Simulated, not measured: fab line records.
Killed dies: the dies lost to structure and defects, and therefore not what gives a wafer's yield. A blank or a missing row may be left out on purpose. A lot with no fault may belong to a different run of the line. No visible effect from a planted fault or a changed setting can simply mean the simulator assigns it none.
What tool caused it? | flow n5Finfet | 27 wafers from 9 lots sampled at 7 of the route's 1938 steps

WHAT THE GAUGES SHOWED, per wafer
N5_BEOL_M3_INSPECT_59: inspects for defects (darkfield). Usual: rawDefectCount reads 68 (standard deviation 24).
lot  | measured     | on               | rawDefectCount | flag
L861 | day 7 16:07  | defectInspect-02 | 77 42 57       | 
L870 | day 9 14:51  | defectInspect-02 | 62 832 51      | OFF
L872 | day 10 00:04 | defectInspect-02 | 72 73 869      | OFF
L873 | day 10 10:28 | defectInspect-01 | 77 68 67       | 
L875 | day 10 19:55 | defectInspect-02 | 61 56 57       | 
L877 | day 11 10:10 | defectInspect-02 | 35 60 54       | 
L878 | day 11 14:49 | defectInspect-02 | 76 67 75       | 
L880 | day 11 23:26 | defectInspect-02 | 86 110 162     | 
L883 | day 13 01:17 | defectInspect-02 | 68 74 109      | 

N5_BEOL_M4_INSPECT_13: inspects for defects (brightfield). Usual: rawDefectCount reads 414 (standard deviation 90).
lot  | measured     | on               | rawDefectCount | flag
L861 | day 7 16:55  | defectInspect-02 | 402 374 379    | 
L870 | day 9 16:44  | defectInspect-02 | 312 1084 307   | 
L872 | day 10 02:18 | defectInspect-02 | 375 594 1155   | OFF
L873 | day 10 12:32 | defectInspect-01 | 433 477 304    | 
L875 | day 10 22:14 | defectInspect-02 | 500 383 326    | 
L877 | day 11 11:29 | defectInspect-02 | 320 313 376    | 
L878 | day 11 15:31 | defectInspect-01 | 332 291 404    | 
L880 | day 12 01:53 | defectInspect-02 | 454 527 512    | 
L883 | day 13 03:43 | defectInspect-02 | 507 456 451    | 

N5_BEOL_M4_RC_MEAS_101. Usual: DIBL_N 36.4 mV/V, standard deviation 1.4; DIBL_P 36.3 mV/V, standard deviation 1.8; IOFF_N 0.163 nA/um, standard deviation 0.024; IOFF_P 0.21 nA/um, standard deviation 0.034; ION_N 673 uA/um, standard deviation 11; ION_P 461 uA/um, standard deviation 7.4; SS_N 71.6 mV/dec, standard deviation 0.52; SS_P 73.3 mV/dec, standard deviation 0.58; VT_N 249.4 mV, standard deviation 2.5; VT_P -250 mV, standard deviation 3.5.
lot  | measured     | on        | DIBL_N (mV/V)  | DIBL_P (mV/V)  | IOFF_N (nA/um)    | IOFF_P (nA/um) | ION_N (uA/um) | ION_P (uA/um) | SS_N (mV/dec)  | SS_P (mV/dec)  | VT_N (mV)         | VT_P (mV)      | flag
L861 | day 8 00:08  | prober-02 | 36.6 35.5 36.9 | 36.5 34.1 37.0 | 0.169 0.153 0.187 | 0.20 0.18 0.21 | 686 669 699   | 462 451 465   | 70.9 70.7 71.5 | 72.7 72.3 73.4 | 248.1 248.6 246.2 | -253 -252 -252 | 
L870 | day 10 09:15 | prober-01 | 36.0 34.4 35.0 | 35.9 34.8 34.5 | 0.159 0.137 0.145 | 0.20 0.18 0.18 | 652 651 659   | 450 451 446   | 72.2 70.9 71.7 | 73.1 72.5 73.3 | 250.4 252.9 254.1 | -250 -254 -253 | 
L872 | day 10 12:55 | prober-01 | 34.6 36.2 35.7 | 33.8 35.3 34.9 | 0.134 0.156 0.144 | 0.18 0.19 0.19 | 676 675 675   | 462 458 463   | 71.2 71.5 71.9 | 71.9 74.2 73.3 | 249.4 248.3 249.2 | -255 -251 -254 | 
L873 | day 10 23:44 | prober-01 | 35.9 38.3 35.1 | 36.1 39.3 35.2 | 0.165 0.228 0.151 | 0.21 0.28 0.20 | 677 700 670   | 465 470 458   | 71.0 71.9 71.2 | 73.2 74.8 73.3 | 247.3 245.2 249.2 | -251 -246 -251 | 
L875 | day 11 17:55 | prober-01 | 35.4 35.2 37.6 | 36.1 35.5 38.1 | 0.172 0.160 0.204 | 0.22 0.21 0.25 | 688 664 683   | 466 464 463   | 72.0 70.9 71.9 | 73.5 73.1 74.3 | 246.6 251.5 245.7 | -246 -246 -245 | 
L877 | day 11 21:12 | prober-02 | 37.7 35.0 35.7 | 35.9 33.7 33.7 | 0.174 0.124 0.138 | 0.21 0.17 0.17 | 663 661 653   | 451 455 448   | 72.5 71.4 71.8 | 73.4 73.3 72.7 | 252.2 254.1 252.6 | -249 -250 -256 | 
L878 | day 12 02:36 | prober-01 | 36.4 34.9 35.2 | 37.2 35.6 36.2 | 0.175 0.147 0.153 | 0.22 0.19 0.19 | 676 683 682   | 461 465 468   | 71.5 70.5 70.8 | 73.4 72.6 72.1 | 248.3 248.1 249.0 | -248 -251 -251 | 
L880 | day 12 19:30 | prober-02 | 37.2 36.8 36.7 | 37.3 36.7 37.1 | 0.153 0.150 0.156 | 0.21 0.20 0.21 | 674 665 679   | 457 459 463   | 72.6 71.8 71.8 | 73.9 73.5 73.9 | 250.4 252.3 251.0 | -250 -251 -253 | 
L883 | day 13 12:08 | prober-02 | 35.3 34.5 35.9 | 31.4 30.9 32.4 | 0.130 0.117 0.137 | 0.15 0.14 0.16 | 674 669 660   | 453 450 446   | 71.3 70.8 70.6 | 72.9 72.6 72.0 | 250.6 251.5 250.8 | -258 -257 -255 | 

EACH LOT AND THE TOOL THAT RAN IT (in order: tool; ch and the chambers of the sampled wafers; start)
lot  | N5_BEOL_M3_ANNEAL_87        | N5_BEOL_M3_PRE_CLEAN_56         | N5_BEOL_M3_DEP_57               | N5_BEOL_M4_PECVD_72
L861 | pvdSputter-02, day 7 13:51  | pecvd-03 ch 0,1, day 7 16:00    | pecvd-03 ch 0,1, day 7 16:02    | pecvd-02 ch 0,1,2, day 7 16:16
L870 | pvdSputter-03, day 9 12:43  | pecvd-03 ch 0,1, day 9 14:43    | pecvd-03 ch 0,1, day 9 14:46    | pecvd-01 ch 0,2, day 9 14:59
L872 | pvdSputter-01, day 9 21:45  | pecvd-03 ch 0,1, day 9 23:55    | pecvd-03 ch 0,1, day 9 23:57    | pecvd-02 ch 0,1,2, day 10 00:13
L873 | pvdSputter-01, day 10 08:17 | pecvd-02 ch 0,2, day 10 10:21   | pecvd-02 ch 0,2, day 10 10:22   | pecvd-02 ch 0,1, day 10 10:37
L875 | pvdSputter-03, day 10 17:43 | pecvd-02 ch 0,1,2, day 10 19:49 | pecvd-02 ch 0,1,2, day 10 19:50 | pecvd-03 ch 0,2, day 10 20:05
L877 | pvdSputter-03, day 11 08:03 | pecvd-04 ch 0,1, day 11 10:02   | pecvd-04 ch 0,1, day 11 10:04   | pecvd-03 ch 0,1,2, day 11 10:18
L878 | pvdSputter-02, day 11 12:42 | pecvd-04 ch 1,2, day 11 14:40   | pecvd-04 ch 1,2, day 11 14:43   | pecvd-01 ch 0,2, day 11 14:59
L880 | pvdSputter-03, day 11 21:14 | pecvd-04 ch 0,1, day 11 23:19   | pecvd-04 ch 0,1, day 11 23:21   | pecvd-02 ch 0,1,2, day 11 23:35
L883 | pvdSputter-01, day 12 23:07 | pecvd-03 ch 0,2, day 13 01:10   | pecvd-03 ch 0,2, day 13 01:11   | pecvd-01 ch 0,1, day 13 01:25
- N5_BEOL_M3_ANNEAL_87: time 240 s.
- N5_BEOL_M3_PRE_CLEAN_56: time 15 s.
- N5_BEOL_M3_DEP_57: deposits SiCN from 3MS/NH3, target thk 8 nm, time 14 s.
- N5_BEOL_M4_PECVD_72: deposits SiO2 from TEOS/O2, target thk 16 nm, time 18 s.

WHAT THE TOOLS THEMSELVES READ (means of the sampled wafers that have a number; where no wafer has one, the mark that the record gives instead)
N5_BEOL_M3_ANNEAL_87. Usual: heaterPowerW reads 836 W (standard deviation 94).
lot  | tool          | heaterPowerW (W) | flag
L861 | pvdSputter-02 | 933              | 
L870 | pvdSputter-03 | 765              | 
L872 | pvdSputter-01 | 783              | 
L873 | pvdSputter-01 | 797              | 
L875 | pvdSputter-03 | 786              | 
L877 | pvdSputter-03 | 744              | 
L878 | pvdSputter-02 | 955              | 
L880 | pvdSputter-03 | 796              | 
L883 | pvdSputter-01 | 840              | 

N5_BEOL_M3_DEP_57. Usual: showerheadPlenumPTorr 3.657 Torr, standard deviation 0.0097; throttleValvePct 9.3 %, standard deviation 0.49.
lot  | tool     | showerheadPlenumPTorr (Torr) | throttleValvePct (%) | flag
L861 | pecvd-03 | 3.655                        | 9.9                  | 
L870 | pecvd-03 | 3.646                        | 9.9                  | 
L872 | pecvd-03 | 3.656                        | 9.9                  | 
L873 | pecvd-02 | 3.661                        | 9.1                  | 
L875 | pecvd-02 | 3.668                        | 9.2                  | 
L877 | pecvd-04 | 3.658                        | 8.9                  | 
L878 | pecvd-04 | 3.642                        | 8.9                  | 
L880 | pecvd-04 | 3.660                        | 8.9                  | 
L883 | pecvd-03 | 3.649                        | 8.8                  | 

N5_BEOL_M4_PECVD_72. Usual: heaterPowerW 686 W, standard deviation 110; showerheadPlenumPTorr 8.75 Torr, standard deviation 0.045; throttleValvePct 22.6 %, standard deviation 1.5.
lot  | tool     | heaterPowerW (W) | showerheadPlenumPTorr (Torr) | throttleValvePct (%) | flag
L861 | pecvd-02 | 704              | 8.78                         | 22.3                 | 
L870 | pecvd-01 | 597              | 8.75                         | 22.5                 | 
L872 | pecvd-02 | 731              | 8.78                         | 22.3                 | 
L873 | pecvd-02 | 752              | 8.77                         | 22.6                 | 
L875 | pecvd-03 | 697              | 8.70                         | 22.8                 | 
L877 | pecvd-03 | 687              | 8.72                         | 22.8                 | 
L878 | pecvd-01 | 693              | 8.79                         | 21.3                 | 
L880 | pecvd-02 | 794              | 8.77                         | 22.6                 | 
L883 | pecvd-01 | 537              | 8.70                         | 23.2                 | 

THE ANSWER, worked out from the rows above alone
Rule: take the mean of a lot's wafers that have a number; if it is more than 3 standard deviations from the usual mean, the lot is off. A lot without any number at a reading at which 4 lots or more have one is off too. The other lots that the step has rows for count as sound. First the gauges in route order, then the tools' own readings, where a lot's mean is used as printed above. The first step at which some lot is off is used, and at that step the reading that is off furthest; a lot without a number counts as furthest.
Off at N5_BEOL_M3_INSPECT_59 (rawDefectCount): L870, L872.
A tool fits if, at a process step before that reading, it ran every lot that is off, and no sound lot after the first of them. Gauges at N5_BEOL_M3_INSPECT_59: tried the same way as those tools. Not one of the candidates tried fits.

WHAT THE SIMULATOR HAD INSERTED
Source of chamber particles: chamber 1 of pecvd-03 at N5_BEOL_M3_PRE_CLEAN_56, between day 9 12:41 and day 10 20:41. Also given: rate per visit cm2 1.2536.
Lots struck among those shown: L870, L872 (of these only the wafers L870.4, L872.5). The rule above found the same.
